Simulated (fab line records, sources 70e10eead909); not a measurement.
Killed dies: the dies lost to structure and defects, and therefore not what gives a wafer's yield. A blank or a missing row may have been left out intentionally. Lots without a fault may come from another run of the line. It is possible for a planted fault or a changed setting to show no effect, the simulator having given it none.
What tool caused it? -- flow nand harc -- 14 lots with 42 wafers sampled at 6 steps, on a route of 1302 steps

## WHAT THE GAUGES SHOWED, per wafer
NHARC_A_SOURCE_PLATE_THK_MEAS_09: measures by ellipsometry. Usual: thk nm at 9.7 nm, with a standard deviation of 1.
lot,measured,on,thk nm (nm),flag
L380,day 7 06:28,film metro-01,9.4 9.7 10.8,
L381,day 7 12:07,film metro-01,9.5 8.9 10.3,
L382,day 7 23:07,film metro-01,10.2 9.6 9.4,
L385,day 9 12:37,film metro-02,9.6 7.9 7.7,
L386,day 9 12:37,film metro-01,8.0 9.2 9.0,
L387,day 10 10:32,film metro-01,9.7 9.9 10.8,
L388,day 10 18:08,film metro-02,8.4 8.7 10.2,
L390,day 11 06:02,film metro-01,7.8 11.0 10.9,
L391,day 11 22:12,film metro-01,9.4 9.4 9.6,
L393,day 12 07:58,film metro-02,10.8 9.9 9.3,
L395,day 13 13:17,film metro-01,10.9 10.3 9.1,
L397,day 14 11:38,film metro-02,11.0 9.9 10.0,
L400,day 15 19:17,film metro-01,10.4 9.3 8.4,
L403,day 16 13:48,film metro-02,9.7 10.0 10.6,

NHARC_A_SOURCE_PLATE_THK_MEAS_06: measures by ellipsometry. Usual: thk nm at 199.2 nm, with a standard deviation of 2.4.
lot,measured,on,thk nm (nm),flag
L380,day 7 19:26,film metro-02,197.3 199.7 199.1,
L381,day 8 00:38,film metro-01,195.4 197.2 199.9,
L382,day 8 11:32,film metro-01,199.2 195.7 196.7,
L385,day 10 01:29,film metro-01,199.9 202.9 201.3,
L386,day 10 01:30,film metro-02,200.6 199.7 199.2,
L387,day 11 00:43,film metro-01,200.9 200.5 198.7,
L388,day 11 06:49,film metro-01,195.8 198.7 196.6,
L390,day 11 19:01,film metro-01,199.6 198.4 199.1,
L391,day 12 11:13,film metro-02,198.4 198.1 201.7,
L393,day 12 21:00,film metro-02,198.6 199.0 198.2,
L395,day 14 02:51,film metro-01,203.8 202.4 204.0,
L397,day 15 02:43,film metro-01,203.7 203.6 202.4,
L400,day 16 09:01,film metro-01,199.2 197.5 199.3,
L403,day 17 02:46,film metro-01,201.0 199.2 202.9,

NHARC_A_ONON_D1_THK_MEAS_05: measures by ellipsometry. Usual: thk nm at 1000 nm, with a standard deviation of 9.9.
lot,measured,on,thk nm (nm),flag
L380,day 7 20:41,film metro-01,1022 1023 1022,
L381,day 8 01:53,film metro-02,1009 1010 1010,
L382,day 8 12:47,film metro-02,991 993 992,
L385,day 10 02:42,film metro-02,990 988 987,
L386,day 10 02:42,film metro-01,1004 1006 1004,
L387,day 11 01:58,film metro-02,981 979 981,
L388,day 11 08:03,film metro-01,998 997 1000,
L390,day 11 20:13,film metro-01,1002 1003 1003,
L391,day 12 12:25,film metro-02,995 997 996,
L393,day 12 22:16,film metro-01,993 995 992,
L395,day 14 04:04,film metro-02,995 995 994,
L397,day 15 03:55,film metro-01,988 987 987,
L400,day 16 10:16,film metro-02,1000 1002 1001,
L403,day 17 03:58,film metro-01,1010 1012 1011,

NHARC_A_ONON_D1_THK_MEAS_08: measures by ellipsometry. Usual: thk nm at 999 nm, with a standard deviation of 9.9.
lot,measured,on,thk nm (nm),flag
L380,day 7 21:16,film metro-02,994 995 997,
L381,day 8 02:28,film metro-01,1015 1014 1013,
L382,day 8 13:22,film metro-02,994 993 992,
L385,day 10 03:16,film metro-02,997 999 1002,
L386,day 10 03:16,film metro-01,1005 1004 1003,
L387,day 11 02:32,film metro-02,986 987 986,
L388,day 11 08:38,film metro-01,996 996 997,
L390,day 11 20:47,film metro-02,984 985 984,
L391,day 12 12:59,film metro-02,989 987 988,
L393,day 12 22:50,film metro-01,1014 1015 1014,
L395,day 14 04:38,film metro-01,988 988 987,
L397,day 15 04:29,film metro-02,1435 989 989,OFF
L400,day 16 10:50,film metro-01,1434 1434 988,OFF
L403,day 17 04:32,film metro-01,995 994 996,

NHARC_END_SORT_01. Usual: killed at array 59, standard deviation 21; killed at other 1.0, standard deviation 1.1; killed at periphery 4.0, standard deviation 2.6; killed dies 64, standard deviation 21; killed open 3.2, standard deviation 1.7; killed short 2.5, standard deviation 1.5.
lot,measured,on,killed at array,killed at other,killed at periphery,killed dies,killed open,killed short,flag
L385,day 27 06:09,prober-01,55 53 51,0 1 0,1 2 4,56 56 55,5 4 1,2 0 3,
L388,day 28 05:12,prober-01,66 51 60,2 5 3,4 3 3,72 59 66,2 4 3,2 3 2,
L391,day 29 01:24,prober-01,33 35 38,1 1 0,3 3 2,37 39 40,4 4 4,3 1 2,
L397,day 32 20:26,prober-01,669 97 88,3 1 0,5 0 8,677 98 96,4 4 0,4 1 1,OFF
L400,day 33 06:11,prober-02,672 670 47,0 4 1,5 3 2,677 677 50,4 4 3,1 1 1,OFF

## WHAT TOOL EACH LOT RAN ON (gives the tool, then ch and the chambers of the sampled wafers, and finally the start)
lot,NHARC_A_ONON_D1_DEP_06
L380,"pecvd onon-02 ch 0, day 7 20:49"
L381,"pecvd onon-02 ch 0, day 8 02:00"
L382,"pecvd onon-03 ch 0, day 8 12:51"
L385,"pecvd onon-04 ch 0, day 10 02:49"
L386,"pecvd onon-02 ch 0, day 10 02:52"
L387,"pecvd onon-04 ch 0, day 11 02:12"
L388,"pecvd onon-02 ch 0, day 11 08:06"
L390,"pecvd onon-02 ch 0, day 11 20:20"
L391,"pecvd onon-02 ch 0, day 12 12:28"
L393,"pecvd onon-04 ch 0, day 12 22:19"
L395,"pecvd onon-03 ch 0, day 14 04:07"
L397,"pecvd onon-03 ch 0, day 15 03:58"
L400,"pecvd onon-03 ch 0, day 16 10:19"
L403,"pecvd onon-04 ch 0, day 17 04:01"
- NHARC_A_ONON_D1_DEP_06: target thk 1000 nm.

## AS READ BY THE TOOLS THEMSELVES (means over the sampled wafers that have a number; for cases with no such wafer, the mark the record gives instead)
NHARC_A_ONON_D1_DEP_06. Usual: n2o flow sccm at 2000 sccm, with a standard deviation of 5.6.
lot,tool,n2o flow sccm (sccm),flag
L380,pecvd onon-02,1993,
L381,pecvd onon-02,1995,
L382,pecvd onon-03,2000,
L385,pecvd onon-04,1997,
L386,pecvd onon-02,2003,
L387,pecvd onon-04,1994,
L388,pecvd onon-02,2000,
L390,pecvd onon-02,2003,
L391,pecvd onon-02,2010,
L393,pecvd onon-04,2003,
L395,pecvd onon-03,1994,
L397,pecvd onon-03,1993,
L400,pecvd onon-03,2000,
L403,pecvd onon-04,1995,

## THE ANSWER, worked out from the rows above alone
Rule: take the mean of a lot's wafers that have a number; if it is more than 3 standard deviations from the usual mean, the lot is off. Also off: a lot with no number at a reading for which 4 or more lots have one. The other lots that the step has rows for count as sound. First the gauges in route order, then the tools' own readings, where a lot's mean is used as printed above. The first step at which some lot is off is used, and at that step the reading that is off furthest; a lot without a number counts as furthest.
Off: L397, L400 (NHARC_A_ONON_D1_THK_MEAS_08, thk nm).
If a tool, at a process step before that reading, ran all the lots that are off and no sound lot after the first of them, it fits. The gauges at NHARC_A_ONON_D1_THK_MEAS_08 aren't tried: what is off there is off at NHARC_END_SORT_01 too, on other tools, and a gauge's error can't cause that. One candidate fits, namely pecvd onon-03 at NHARC_A_ONON_D1_DEP_06. A fault onset in the window from L395 (day 14 04:07, its last sound lot) to L397 (day 15 03:58, its first lot off) fits.

## WHAT THE SIMULATOR HAD INSERTED
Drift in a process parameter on pecvd onon-03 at NHARC_A_ONON_D1_DEP_06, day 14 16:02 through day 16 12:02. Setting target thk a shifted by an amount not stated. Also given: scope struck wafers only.
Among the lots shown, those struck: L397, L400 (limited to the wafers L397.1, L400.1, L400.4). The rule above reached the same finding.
